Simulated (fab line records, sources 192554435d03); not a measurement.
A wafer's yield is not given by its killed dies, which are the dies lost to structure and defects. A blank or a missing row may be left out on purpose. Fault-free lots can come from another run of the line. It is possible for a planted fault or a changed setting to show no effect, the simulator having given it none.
Which of the tools did it? -- flow n5-finfet -- Sampling: 9 lots, 27 wafers, 4 of 1938 route steps

WHAT THE GAUGES READ, wafer by wafer
N5_BEOL_M2_INSPECT_13: inspects for defects (brightfield).
lot,measured,on,raw-defect-count
L581,day 7 02:52,defect-inspect-02,262 347 353
L584,day 7 17:34,defect-inspect-01,389 360 375
L588,day 8 13:24,defect-inspect-01,428 442 253
L590,day 9 17:29,defect-inspect-01,290 241 242
L591,day 9 19:39,defect-inspect-01,321 372 321
L596,day 10 13:35,defect-inspect-02,407 363 388
L598,day 11 09:50,defect-inspect-02,400 356 312
L600,day 12 03:47,defect-inspect-02,1494 1437 1351
L601,day 12 04:04,defect-inspect-01,1219 1343 1248

WHAT TOOL EACH LOT RAN ON (gives the tool, then ch and the chambers of the sampled wafers, and finally the start)
lot,N5_BEOL_M1_SPUTTER_96,N5_BEOL_M2_PECVD_72,N5_BEOL_M2_HM_DEP_02
L581,"pvd-sputter-02, day 7 00:44","pecvd-04 ch 0,2, day 7 01:58","pvd-sputter-02, day 7 02:23"
L584,"pvd-sputter-02, day 7 12:52","pecvd-04 ch 0,2, day 7 14:05","pvd-sputter-03, day 7 17:04"
L588,"pvd-sputter-01, day 8 10:38","pecvd-01 ch 0,1, day 8 11:50","pvd-sputter-01, day 8 12:44"
L590,"pvd-sputter-03, day 9 14:53","pecvd-04 ch 0,1, day 9 16:07","pvd-sputter-01, day 9 17:01"
L591,"pvd-sputter-03, day 9 16:44","pecvd-01 ch 0,1,2, day 9 18:07","pvd-sputter-02, day 9 19:02"
L596,"pvd-sputter-03, day 10 08:34","pecvd-04 ch 0,1, day 10 09:48","pvd-sputter-01, day 10 13:05"
L598,"pvd-sputter-03, day 11 06:31","pecvd-04 ch 0,1,2, day 11 07:46","pvd-sputter-02, day 11 09:20"
L600,"pvd-sputter-03, day 12 01:13","pecvd-01 ch 0,1, day 12 02:30","pvd-sputter-01, day 12 03:10"
L601,"pvd-sputter-01, day 12 01:29","pecvd-01 ch 0,2, day 12 02:52","pvd-sputter-01, day 12 03:27"
- N5_BEOL_M1_SPUTTER_96: material Cu, target thk 4.5 nm, time 8.29 s.
- N5_BEOL_M2_PECVD_72: deposits SiO2 from TEOS/O2, target thk 16 nm, time 18 s.
- N5_BEOL_M2_HM_DEP_02: deposits TiN, target thk 20 nm.

THE ANSWER, worked out from the rows above alone
Rule: the lots themselves supply what counts as usual. The widest of any qualifying gaps counts: lots, ordered by their means at a reading, are off when they make up no more than a third of the lots, leave a main group of 4 or more, and stand apart from it by 3 or more times the standard deviation of that group's means. The tables above print the reading to a certain number of digits; a main group whose means all agree to those digits is not used. A lot without any number at a reading at which 4 lots or more have one is off too. The other lots that the step has rows for count as sound.
Off at N5_BEOL_M2_INSPECT_13 (raw-defect-count): L600, L601. For the main group the mean is 344 and the standard deviation 41.
A tool fits if, at a process step before that reading, it ran every lot that is off, and no sound lot after the first of them. Gauges at N5_BEOL_M2_INSPECT_13: tried the same way as those tools. This does not decide it: 2 tools fit, namely pecvd-01 at N5_BEOL_M2_PECVD_72 and pvd-sputter-01 at N5_BEOL_M2_HM_DEP_02.

WHAT THE SIMULATOR HAD PUT IN
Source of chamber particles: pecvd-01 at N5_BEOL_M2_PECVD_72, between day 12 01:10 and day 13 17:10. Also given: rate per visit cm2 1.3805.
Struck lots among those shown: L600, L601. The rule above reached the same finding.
